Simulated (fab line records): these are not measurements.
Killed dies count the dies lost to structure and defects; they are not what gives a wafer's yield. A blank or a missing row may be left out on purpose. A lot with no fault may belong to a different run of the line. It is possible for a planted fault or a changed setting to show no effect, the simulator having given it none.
8D (eight disciplines) problem report, filled in by code	flow n5Finfet	the parts of the form that need people (team, actions taken, sign-off) are left out

## 1. THE PROBLEM
rfFwdPowerW at N5_BEOL_M9_ETCH_62 reads a mean of 1040.4 W on 6 wafers of 2 lots; wafers without a fault read 837.5 W with a standard deviation of 2.6. Relative to the usual mean, that is a shift of +78 standard deviations.
The step: etches SOC in N2/H2, target depth 110 nm, overetch 22 nm, time 165 s.
The first sign was on wafer L252.1 at day 12 23:46, on rieDiel-05. Wafers with a number at this step in the record: 18, from 6 lots. Rule for "out" (also "out of limits"): further than 4 standard deviations from the usual mean. The other wafers with a number count as sound.

## 2. WHAT IT IS, WHAT IT ISN'T
question	is	is not
which readings at this step	rfFwdPowerW, rfVppV	drypumpMotorCurrentA, oesProductAu, showerheadPlenumPTorr, throttleValvePct
which lots	L252, L254	L240, L245, L260, L262
which wafers of those lots	all that have a number	-
read on which tools	rieDiel-05	rieDiel-02, rieDiel-03
when	from day 12 23:46	up to then (6 sound wafers); but 6 sound wafers of L260, L262 came after

## 3. SUSPECTS, AND WHAT RULES EACH OUT
Counting: a tool at a process step up to the reading stays a suspect if it ran every lot that is out and no sound lot after the first of them.
- rieDiel-05 at N5_BEOL_M9_DESCUM_16 (chemistry O2, time 7.9 s): kept. All lots that are out passed through it, beginning with L252 at day 12 23:41, and no sound lot followed; its final sound lot before that point was L245 at day 11 10:12.
- rieDiel-05 at N5_BEOL_M9_ETCH_61 (etches SiARC in CF4, target depth 39 nm, time 65 s): kept. All lots that are out passed through it, beginning with L252 at day 12 23:43, and no sound lot followed; its final sound lot before that point was L245 at day 11 10:14.
- rieDiel-05 at N5_BEOL_M9_ETCH_62 (etches SOC in N2/H2, target depth 110 nm, overetch 22 nm, time 165 s): kept. All lots that are out passed through it, beginning with L252 at day 12 23:46, and no sound lot followed; its final sound lot before that point was L245 at day 11 10:17. Its own rfFwdPowerW, rfVppV readings are out on those wafers.
After the count, these remain: rieDiel-05 at N5_BEOL_M9_DESCUM_16, rieDiel-05 at N5_BEOL_M9_ETCH_61 and rieDiel-05 at N5_BEOL_M9_ETCH_62.

## 4. THE CAUSE (what the simulator had put in)
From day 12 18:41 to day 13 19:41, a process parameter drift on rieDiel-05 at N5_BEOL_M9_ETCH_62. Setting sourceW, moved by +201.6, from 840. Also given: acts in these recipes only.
After counting, 3 suspects remain, this tool included.

## 5. THE CHAIN OF EFFECTS, in route order
Each row: a reading whose mean over the struck wafers that have a number lies more than 3 standard deviations from the usual. Only readings whose record carries a usual standard deviation are examined. hours: median over the lots of the time between each lot's start at the first step of this table that gives one and its start at this step. sigmas: the change, counted in usual standard deviations.
hours	step	reading	usual	on struck wafers	change	sigmas
0	N5_BEOL_M9_ETCH_62	rfFwdPowerW	837.5 W	1040.4	+202.9	+78
0	N5_BEOL_M9_ETCH_62	rfVppV	523.9 V	487.4	-36.4	-15
The process steps in it:
- N5_BEOL_M9_ETCH_62: etches SOC in N2/H2, target depth 110 nm, overetch 22 nm, time 165 s.

## 6. WHAT WOULD HAVE CAUGHT IT SOONER
In this record the first reading out of limits was taken at day 12 23:46, 5 hours after the fault began at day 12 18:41.
